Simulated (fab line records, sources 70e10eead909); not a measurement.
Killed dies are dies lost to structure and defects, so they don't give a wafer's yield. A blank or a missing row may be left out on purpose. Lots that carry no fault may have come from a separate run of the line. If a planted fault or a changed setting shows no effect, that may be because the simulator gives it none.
fab line records | flow nandHarc
[record] lots = 5 wafers = 15 lastDay = 33
route steps=1302 shown A_STAIRCASE@822
lots that met no fault: from a run of the same line without faults
startH: hours from the record's first day to the start of the lot's first wafer shown | waitH: hours from the lot's prior step to this one | " unchanged from the row above | L1.1+2: one row covering several wafers at once | - value missing, or start not given | * or withheld: withheld | < > ~ a bound
route shown NAME@n: a module of which the file shows steps, and the number in the route of the first | usual: mean and standard deviation over wafers with no fault | same: alike in all rows | chamber/n: place in a boat | sites: readings site by site | _std_site: the standard deviation of these | _edge_site: inner sites' mean taken away from outer sites' mean | radiusMm: for every site, how far away it sits from the centre of the wafer | mask NAME#n: copy n | behind: the last tool/chamber to shape the wafer | hold: why the lot went on hold/how many hours it stayed there/how the hold came to an end | device: the transistor (n, p or np) that didn't switch | end of line: tests of these same wafers at the route's end | where a step has no rows: the recipe by itself | killed: dies that structure and defects cost at the first sort, which is not the same as the wafer's yield | map: a wafer's dies, x killed, . not, _ none there
set.NAME: the setting as run; set.NAME@STEP: as run at that earlier step | model.NAME: the simulator's own value behind a step, which no gauge read
lots at selected steps of the route; one table per step, one row per wafer
services: when a tool's chamber went out of use (startH, in hours from the record's first day, below 0 if earlier), for how many hours, and the reason
[[steps]]
[step NHARC_A_STAIRCASE_COAT_304]
[recipe] spinRpm = 1200
[step NHARC_A_STAIRCASE_SOFTBAKE_305]
[recipe] tempC = 135 timeS = 170
[step NHARC_A_STAIRCASE_EBR_306]
[step NHARC_A_STAIRCASE_EXPOSE_307]
[recipe] na = 0.5 doseMj = 45.72 maskId = CHOP_50
[step NHARC_A_STAIRCASE_PEB_308]
[recipe] pebTempC = 115 pebTimeS = 130
[step NHARC_A_STAIRCASE_DEVELOP_309]
[recipe] timeS = 140
[step NHARC_A_STAIRCASE_HARDBAKE_311]
[recipe] tempC = 120 timeS = 140
[step NHARC_A_STAIRCASE_DESCUM_312]
[recipe] timeS = 3 o2FlowSccm = 200 arFlowSccm = 0 biasPowerW = 0 chemistry = O2
[usual] drypumpMotorCurrentA = 5.8/0.51 oesProductAu = 1.002/0.0093 rfVppV = 57.8/0.92 showerheadPlenumPTorr = 1.89/0.094 throttleValvePct = 11.312/0.0088
// columns lot.wafer tool chamber startH waitH drypumpMotorCurrentA oesProductAu rfHoursCounterH rfVppV showerheadPlenumPTorr throttleValvePct
L569.2 rieDiel-10 0 420.35 - 5.5 1.006 56 59.4 1.92 11.299
L569.3 " 1 " " 6.4 0.999 50 57.3 1.82 11.299
L569.5 " 0 " " 5.5 1.008 - 58.3 1.92 11.316
L570.1 rieDiel-03 2 426.26 - 5.2 0.977 46 57.3 1.99 11.294
L570.3 " 0 " " 6.3 0.997 44 58.0 1.84 11.319
L570.2 " 1 " " 6.2 1.019 37 57.8 1.77 11.311
L579.2 rieDiel-10 2 509.19 - 6.2 1.010 32 59.5 2.05 11.310
L579.4 " 1 " " 6.4 1.007 29 57.0 1.81 11.312
L579.5 " 3 " " 4.6 0.989 - 57.3 1.92 11.309
L587.1 rieDiel-03 3 594.11 - 5.4 1.008 46 56.9 1.81 11.318
L587.4 " 2 " " 5.2 1.001 46 57.5 1.97 11.306
L587.6 " 0 " " 6.3 1.007 - 57.4 1.82 11.303
L588.2 rieDiel-07 1 595.08 - 6.1 0.996 33 58.7 1.94 11.304
L588.1 " 2 " " 5.9 0.996 31 57.6 1.79 11.310
L588.6 " 1 " " 6.1 1.008 - 58.8 1.94 11.307
[step NHARC_A_STAIRCASE_ETCH_313]
[recipe] cf4FlowSccm = 100 chf3FlowSccm = 30 arFlowSccm = 0 rfW = 500 biasW = 200 chemistry = CF4/CHF3
[usual] drypumpMotorCurrentA = 5.8/0.5 oesProductAu = 0.929/0.014 rfFwdPowerW = 496.9/1.6 rfVppV = 370.1/2.5 showerheadPlenumPTorr = 1.56/0.072 throttleValvePct = 16.802/0.0092
// columns lot.wafer tool chamber startH waitH drypumpMotorCurrentA oesProductAu rfFwdPowerW rfHoursCounterH rfVppV showerheadPlenumPTorr throttleValvePct
L569.2 rieDiel-10 1 420.44 0.1 6.4 0.916 498.8 50 368.1 1.50 16.802
L569.3 " 0 " " 5.5 0.928 496.6 56 370.5 1.58 16.797
L569.5 " 3 " " 4.6 0.919 496.6 - 372.0 1.59 16.811
L570.1 rieDiel-03 0 426.40 0.1 6.3 0.931 499.5 44 367.2 1.52 16.804
L570.3 " 1 " " 6.2 0.921 497.2 37 366.6 1.46 16.820
L570.2 " 2 " " 5.2 0.912 498.1 46 372.4 1.64 16.807
L579.4 rieDiel-10 2 509.28 0.1 6.1 0.942 498.4 32 373.3 1.68 16.797
L579.2 " 3 " " 4.6 0.934 497.1 36 370.6 1.58 16.815
L579.5 " 2 " " 6.1 0.938 495.6 - 372.6 1.67 16.799
L587.1 rieDiel-03 3 594.30 0.2 5.4 0.929 495.0 46 367.8 1.49 16.795
L587.4 " 1 " " 6.2 0.920 494.8 41 374.0 1.69 16.797
L587.6 " 0 " " 6.3 0.920 498.9 - 367.9 1.50 16.813
L588.2 rieDiel-07 2 595.16 0.1 5.9 0.916 493.5 31 367.6 1.48 16.801
L588.1 " 0 " " 5.6 0.914 497.2 31 366.6 1.48 16.790
L588.6 " 3 " " 6.3 0.935 497.7 - 372.5 1.61 16.806
[step NHARC_A_STAIRCASE_HM_OPEN_463]
[recipe] o2FlowSccm = 400 cosFlowSccm = 20 arFlowSccm = 0 rfW = 500 biasW = 300 chemistry = O2/COS
[usual] drypumpMotorCurrentA = 5.8/0.5 oesProductAu = 1.002/0.0083 rfFwdPowerW = 498.7/1.4 rfVppV = 466/3.2 showerheadPlenumPTorr = 3.09/0.14 throttleValvePct = 28.331/0.0086
// columns lot.wafer tool chamber startH waitH drypumpMotorCurrentA oesProductAu rfFwdPowerW rfHoursCounterH rfVppV showerheadPlenumPTorr throttleValvePct
L569.3 rieDiel-10 3 - - 4.6 0.997 499.6 54 467 3.15 28.328
L569.2 " 1 " " 6.4 1.007 499.7 51 466 2.98 28.323
L569.5 " 3 " " 4.6 0.999 499.4 - 467 3.15 28.334
L570.1 rieDiel-03 2 - - 5.2 1.000 499.7 46 468 3.25 28.321
L570.2 " 3 " " 5.4 1.001 496.8 45 465 2.98 28.330
L570.3 " 1 " " 6.2 1.010 500.8 37 463 2.89 28.338
L579.4 rieDiel-10 1 - - 6.4 1.002 499.5 29 465 2.97 28.332
L579.2 " 2 " " 6.1 1.000 498.4 32 473 3.32 28.325
L579.5 " 3 " " 4.7 1.006 500.8 - 467 3.13 28.335
L587.1 rieDiel-03 3 - - 5.4 1.008 497.9 46 465 2.96 28.332
L587.4 " 1 " " 6.2 1.013 498.9 41 473 3.35 28.335
L587.6 " 3 " " 5.4 1.009 497.2 - 464 2.96 28.324
L588.2 rieDiel-07 2 - - 6.0 1.003 501.8 31 462 2.93 28.335
L588.1 " 0 " " 5.6 0.988 499.2 31 463 2.93 28.328
L588.6 " 2 " " 6.0 0.999 500.7 - 462 2.93 28.329
[step NHARC_A_STAIRCASE_STRIP_464]
[recipe] o2FlowSccm = 400 cosFlowSccm = 20 arFlowSccm = 0 biasW = 0 chemistry = O2/COS
[step NHARC_A_STAIRCASE_ETCH_453]
[recipe] targetDepthA = 300 overetchA = 30 timeS = 16.5 ionEnergyEv = 100 cf4FlowSccm = 80 o2FlowSccm = 20 arFlowSccm = 0 rfW = 300 biasW = 100 chemistry = CF4/O2
[usual] drypumpMotorCurrentA = 5.8/0.49 oesProductAu = 1.001/0.0095 rfFwdPowerW = 293.9/1.3 rfVppV = 197.6/1.5 showerheadPlenumPTorr = 1.32/0.064 throttleValvePct = 13.396/0.0087
// columns lot.wafer tool chamber startH waitH drypumpMotorCurrentA oesProductAu rfFwdPowerW rfHoursCounterH rfVppV showerheadPlenumPTorr throttleValvePct
L569.3 rieDiel-10 3 420.97 - 4.6 0.990 293.6 54 199.5 1.35 13.400
L569.2 " 1 " " 6.4 0.992 295.8 51 196.8 1.27 13.396
L569.5 " 3 " " 4.6 0.983 293.1 - 198.0 1.35 13.395
L570.1 rieDiel-03 3 430.10 - 5.4 1.004 291.7 47 196.3 1.27 13.386
L570.3 " 0 " " 6.3 0.996 293.2 46 195.2 1.28 13.413
L570.2 " 1 " " 6.2 1.021 295.5 41 195.0 1.23 13.390
L579.2 rieDiel-10 0 509.74 - 5.5 0.950 293.4 23 197.6 1.34 13.398
L579.4 " 2 " " 6.1 1.003 295.8 32 200.5 1.42 13.405
L579.5 " 0 " " 5.5 0.954 293.9 - 197.6 1.34 13.406
L587.1 rieDiel-03 1 594.76 - 6.2 1.005 294.7 41 199.9 1.44 13.404
L587.4 " 3 " " 5.3 1.021 291.4 46 196.0 1.26 13.397
L587.6 " 0 " " 6.2 1.002 294.7 - 196.0 1.27 13.390
L588.1 rieDiel-07 0 595.62 - 5.5 0.991 294.3 31 196.3 1.25 13.403
L588.2 " 1 " " 6.1 1.007 294.7 33 198.5 1.35 13.377
L588.6 " 3 " " 6.3 1.011 293.6 - 197.7 1.37 13.402
[step NHARC_A_STAIRCASE_ETCH_315]
[recipe] targetDepthA = 25000 timeS = 607.1 ionEnergyEv = 800 c4f8FlowSccm = 80 o2FlowSccm = 60 arFlowSccm = withheld rfW = 600 biasW = 3000 chemistry = C4F8/O2/Ar
[usual] oesProductAu = 0.931/0.0093 rfFwdPowerW = 599.1/1.7 rfVppV = 1824/12
// columns lot.wafer tool chamber startH waitH oesProductAu rfFwdPowerW rfHoursCounterH rfVppV
L569.2 rieDiel-10 0 - - 0.939 602.0 56 1828
L569.3 " 3 " " 0.916 596.4 54 1829
L569.5 " 3 " " 0.919 597.5 - 1828
L570.2 rieDiel-03 0 - - 0.926 599.5 46 1816
L570.3 " 1 " " 0.936 596.7 42 1807
L570.1 " 3 " " 0.929 597.1 47 1816
L579.2 rieDiel-10 2 - - 0.940 601.8 32 1844
L579.4 " 0 " " 0.934 597.1 23 1829
L579.5 " 2 " " 0.947 601.3 - 1844
L587.4 rieDiel-03 1 - - 0.940 598.7 41 1846
L587.1 " 3 " " 0.931 600.5 46 1813
L587.6 " 1 " " 0.940 600.0 - 1845
L588.2 rieDiel-07 1 - - 0.933 598.7 33 1831
L588.1 " 2 " " 0.940 599.1 31 1811
L588.6 " 1 " " 0.954 597.6 - 1830
[[services]]
// columns tool chamber startH hours kind
rieDiel-10 0 403.37 - clean
rieDiel-10 1 403.37 - clean
rieDiel-10 2 403.37 - clean
rieDiel-10 3 403.37 - clean
rieDiel-03 1 410.31 14.5 repair
rieDiel-03 0 419.02 - clean
rieDiel-03 2 419.02 - clean
rieDiel-03 3 419.02 - clean
rieDiel-10 - 421.40 9.0 pm
rieDiel-10 0 421.40 9.0 ventCycle
rieDiel-10 1 421.40 9.0 ventCycle
rieDiel-10 2 421.40 9.0 ventCycle
rieDiel-10 3 421.40 9.0 ventCycle
rieDiel-10 0 430.40 - clean
rieDiel-10 1 430.40 - clean
rieDiel-10 1 430.40 - consumableReplace:focusRing
rieDiel-10 2 430.40 - clean
rieDiel-10 3 430.40 - clean
rieDiel-03 0 443.52 - clean
rieDiel-10 0 456.59 16.1 repair
rieDiel-03 - 461.93 9.0 pm
rieDiel-07 - 471.69 9.0 pm
rieDiel-10 - 485.03 0.4 repair
rieDiel-07 0 571.79 18.5 repair
[[key]]
[firstSign] step = NHARC_A_STAIRCASE_ETCH_453 reading = oesProductAu direction = down sigmas = 5.2 usual = 1.001 struck = 0.952
effect none on later readings
metAt NHARC_A_STAIRCASE_ETCH_453
struckWafers L579.2,L579.5
testerLeftOut L579
[fault] kind = processParameterDrift tool = rieDiel-10 chamber = 0 onsetH = 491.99 steps = NHARC_A_STAIRCASE_ETCH_453 channel = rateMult offset = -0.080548 shape = step endH = 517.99
// testerLeftOut: of these lots the tester's yield and bins aren't shown, on N5 and GAA mostly nor the transistor test; their killed dies are dies lost to structure and defects alone, not to doping, threshold or leakage, so they don't give the yield
